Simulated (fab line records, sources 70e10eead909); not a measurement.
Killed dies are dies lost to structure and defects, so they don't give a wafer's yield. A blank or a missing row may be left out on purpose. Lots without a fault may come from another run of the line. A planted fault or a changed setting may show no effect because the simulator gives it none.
fab line records | flow nand_harc
record lots=6 wafers=18 last_day=34
route steps=1302 shown A_STAIRCASE@853
lots that met no fault: from a run of the same line without faults
start_h: hours from the record's first day to the start of the lot's first wafer shown | wait_h: hours since the lot's step before | " the same as in the row above | L1.1+2: a row that stands for several wafers | - no value, or no start given | * or withheld: withheld | < > ~ a bound
route shown NAME@n: a module of which the file shows steps, and the number in the route of the first | usual: mean/standard deviation of fault-free wafers | same: alike in all rows | chamber/n: place in a boat | sites: the reading at each site | _std_site: their standard deviation | _edge_site: outer sites' mean less inner sites' | radius_mm: how far each site lies from the wafer's centre | mask NAME#n: copy n | behind: the tool/chamber that last shaped the wafer | hold: why the lot was held/for how many hours/how that ended | device: the transistor (n, p or np) that didn't switch | end of line: the same wafers' tests at the end of the route | a step without rows: its recipe alone | killed: dies lost to structure and defects at the first sort, not the wafer's yield | map: a wafer's dies, x killed, . not, _ none there
set.NAME: the setting as run; set.NAME@STEP: as run at that earlier step | model.NAME: the simulator's own value behind a step, which no gauge read
lots at some steps of the route; a table a step, a row a wafer
services: from which hour (start_h, from the record's first day; less than 0 if before it) a tool's chamber was out of use, for how many hours, and why
## steps
# step NHARC_A_STAIRCASE_DEP_322
# recipe target_thk_a=72000 temp_c=400 target_thk_nm=7200 teos_flow_sccm=200 rf_w=500 material=SiO2
# usual heater_power_w=581/68
# columns lot.wafer tool chamber start_h wait_h heater_power_w since_wet_clean_h
L588.1 pecvd-01 0 534.11 0.1 707 29
L588.3 " 2 " " 538 29
L588.5 " 0 " " 559 -
L591.3 pecvd-01 1 560.10 0.4 608 55
L591.4 " 1 " " 478 -
L591.6 " 2 " " 494 -
L594.3 pecvd-04 2 589.13 0.1 593 126
L594.2 " 0 " " 623 126
L594.6 " 0 " " 536 -
L595.3 pecvd-01 1 589.22 0.2 580 84
L595.4 " 0 " " 559 -
L595.5 " 2 " " 514 -
L597.2 pecvd-01 0 616.87 0.1 654 112
L597.1 " 1 " " 494 112
L597.3 " 2 " " 552 112
L599.1 pecvd-01 1 642.99 0.4 535 138
L599.2 " 2 " " 544 138
L599.6 " 1 " " 481 -
# step NHARC_A_STAIRCASE_ANNEAL_323
# recipe temp_c=750 time_s=1800
# step NHARC_A_STAIRCASE_DEP_325
# recipe target_thk_a=72000 temp_c=400 target_thk_nm=7200 teos_flow_sccm=200 rf_w=500 material=SiO2
# usual heater_power_w=591/69
# columns lot.wafer tool chamber start_h wait_h heater_power_w since_wet_clean_h
L588.3 pecvd-02 1 541.42 0.1 655 120
L588.1 " 2 " " 613 120
L588.5 " 0 " " 594 -
L591.3 pecvd-02 0 569.48 0.3 650 148
L591.6 " 1 " " 550 -
L591.4 " 2 " " 588 -
L595.3 pecvd-01 2 598.75 0.6 499 -
L595.4 " 0 " " 569 -
L595.5 " 2 " " 508 -
L594.3 pecvd-04 1 598.77 0.6 723 135
L594.2 " 2 " " 550 135
L594.6 " 2 " " 487 -
L597.3 pecvd-01 0 627.24 0.1 609 122
L597.1 " 1 " " 572 122
L597.2 " 2 " " 578 122
L599.2 pecvd-04 0 650.83 0.1 609 6
L599.1 " 1 " " 756 6
L599.6 " 2 " " 501 -
# step NHARC_A_STAIRCASE_ANNEAL_326
# recipe temp_c=750 time_s=1800
# step NHARC_A_STAIRCASE_DEHYDRATE_433
# recipe temp_c=150 time_s=120
# step NHARC_A_STAIRCASE_HMDS_434
# recipe time_s=30
# step NHARC_A_STAIRCASE_COAT_435
# recipe spin_rpm=1200
# step NHARC_A_STAIRCASE_SOFTBAKE_436
# recipe temp_c=135 time_s=170
# step NHARC_A_STAIRCASE_EBR_437
# step NHARC_A_STAIRCASE_EXPOSE_438
# recipe na=0.5 dose_mj=28.97 mask_id=STAIR_REV
# step NHARC_A_STAIRCASE_PEB_439
# recipe peb_temp_c=115 peb_time_s=130
# usual chill_plate_temp_C=23.00/0.12 exhaust_pa=45.2/0.89 plate_temp_C=115.00/0.14
# columns lot.wafer tool chamber start_h wait_h chill_plate_temp_C exhaust_pa plate_temp_C
L588.1 litho_track-03 - 549.66 0.1 - - -
L588.3 " - " " - - -
L588.5 " - " " - - -
L591.3 litho_track-03 - 579.03 0.1 - - -
L591.4 " - " " - - -
L591.6 " - " " - - -
L595.3 litho_track-03 0 608.02 0.0 23.04 45.4 115.04
L595.4 " 0 " " 22.98 46.6 115.12
L595.5 " 0 " " 23.03 46.0 115.08
L594.2 litho_track-07 0 608.05 0.1 22.86 45.6 114.80
L594.3 " 0 " " 22.85 45.6 114.84
L594.6 " 0 " " 22.90 46.0 114.97
L597.1 litho_track-05 0 639.34 0.1 23.01 43.9 114.93
L597.2 " 0 " " 23.17 45.0 114.86
L597.3 " 0 " " 23.15 44.1 114.98
L599.1 litho_track-03 0 659.74 0.1 23.24 44.3 114.90
L599.2 " 0 " " 23.08 46.0 114.97
L599.6 " 0 " " 23.05 43.8 114.81
# step NHARC_A_STAIRCASE_DEVELOP_440
# recipe time_s=140
## services
# columns tool chamber start_h hours kind
pecvd-04 1 512.93 2.7 repair
pecvd-02 - 549.54 13.7 repair
pecvd-04 2 573.66 14.5 repair
pecvd-02 - 589.68 13.0 pm
pecvd-02 0 589.68 13.0 vent_cycle
pecvd-02 1 589.68 13.0 vent_cycle
pecvd-02 2 589.68 13.0 vent_cycle
pecvd-01 1 594.58 13.5 repair
litho_track-07 - 601.00 7.0 pm
pecvd-02 0 602.68 - clean
pecvd-02 1 602.68 - clean
pecvd-02 2 602.68 - clean
litho_track-03 - 625.00 7.0 pm
pecvd-04 - 631.65 13.0 pm
pecvd-04 0 631.65 13.0 vent_cycle
pecvd-04 1 631.65 13.0 vent_cycle
pecvd-04 2 631.65 13.0 vent_cycle
pecvd-04 0 644.65 - clean
pecvd-04 1 644.65 - clean
pecvd-04 2 644.65 - clean
litho_track-05 - 649.00 7.0 pm
## key
first_sign step=NHARC_A_STAIRCASE_PEB_439 reading=tool_record direction=missing
effect none on later readings
met_at NHARC_A_STAIRCASE_PEB_439
struck_wafers L588.1,L588.3,L588.5,L591.3,L591.4,L591.6
later_rows_left_out L588.1,L588.3,L588.5,L591.3,L591.4,L591.6
sort_left_out L588.1,L588.3,L588.5,L591.3,L591.4,L591.6
tester_left_out L588,L591
fault kind=skipped_step_whole tool=litho_track-03 chamber=- onset_h=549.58 steps=NHARC_A_STAIRCASE_PEB_439 scope=struck_lots_only
# tester_left_out: of these lots the tester's yield and bins aren't shown, on N5 and GAA mostly nor the transistor test; their killed dies are dies lost to structure and defects alone, not to doping, threshold or leakage, so they don't give the yield
# sort_left_out: the simulated sort isn't trusted on such a fault, so these wafers' sort isn't shown, and their yield isn't known
# later_rows_left_out: the simulator's readings of these wafers behind a module that went badly wrong aren't trusted and aren't shown, but for the sort
